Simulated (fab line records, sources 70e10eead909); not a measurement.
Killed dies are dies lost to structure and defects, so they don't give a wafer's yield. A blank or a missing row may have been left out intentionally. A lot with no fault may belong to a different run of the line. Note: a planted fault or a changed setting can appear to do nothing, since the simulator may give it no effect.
Chamber matching	flow nand_harc	4 sister chambers for NHARC_P_M0_ETCH_34 on rie_diel-09
The step etches the open film in N2/H2, target depth 40 nm, overetch 12 nm, time 43.94 s. 8 wafers are shown with their chamber, then 7 later ones without.

== EACH WAFER AND ITS CHAMBER ==
wafer	chamber	drypump_motor_current_A (A)	rf_vpp_V (V)
L681.6	0	5.4	434.0
L687.2	0	5.5	434.4
L686.5	3	5.9	428.1
L688.3	1	5.7	430.8
L688.5	1	5.7	430.2
L688.6	2	5.7	430.2
L689.1	2	5.7	431.2
L689.3	3	5.9	426.1

== WAFERS MISSING THEIR CHAMBER ==
wafer	drypump_motor_current_A (A)	rf_vpp_V (V)
L689.4	5.7	429.7
L694.2	5.7	431.2
L694.3	5.9	427.5
L694.6	5.7	431.0
L695.2	5.7	429.8
L695.4	5.9	428.1
L695.6	5.9	426.8

== WHICH CHAMBER EACH ONE RAN IN ==
wafer	from the rows above	in truth
L689.4	can't be placed: 1 or 2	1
L694.2	can't be placed: 2 or 1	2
L694.3	3	3
L694.6	can't be placed: 2 or 1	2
L695.2	can't be placed: 1 or 2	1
L695.4	3	3
L695.6	3	3
Placed correctly: 3 of 7. Cannot be placed on the basis of these rows: 4; the candidates contain the true chamber in 4. Placed wrongly: 0.
How it was worked out, from the rows above alone: a wafer's distance from a chamber is the root of the sum, over the readings, of the square of ((its reading less the chamber's mean) divided by the reading's scatter). The wafer belongs to the nearest chamber; if the next one is less than 2 further off, it can't be placed. For every chamber, the mean is computed from those of its wafers that are shown. How the scatter is found: for the shown wafers, subtract from each reading the mean of its chamber, square and add these, divide the total by (wafers less chambers), then take the root.
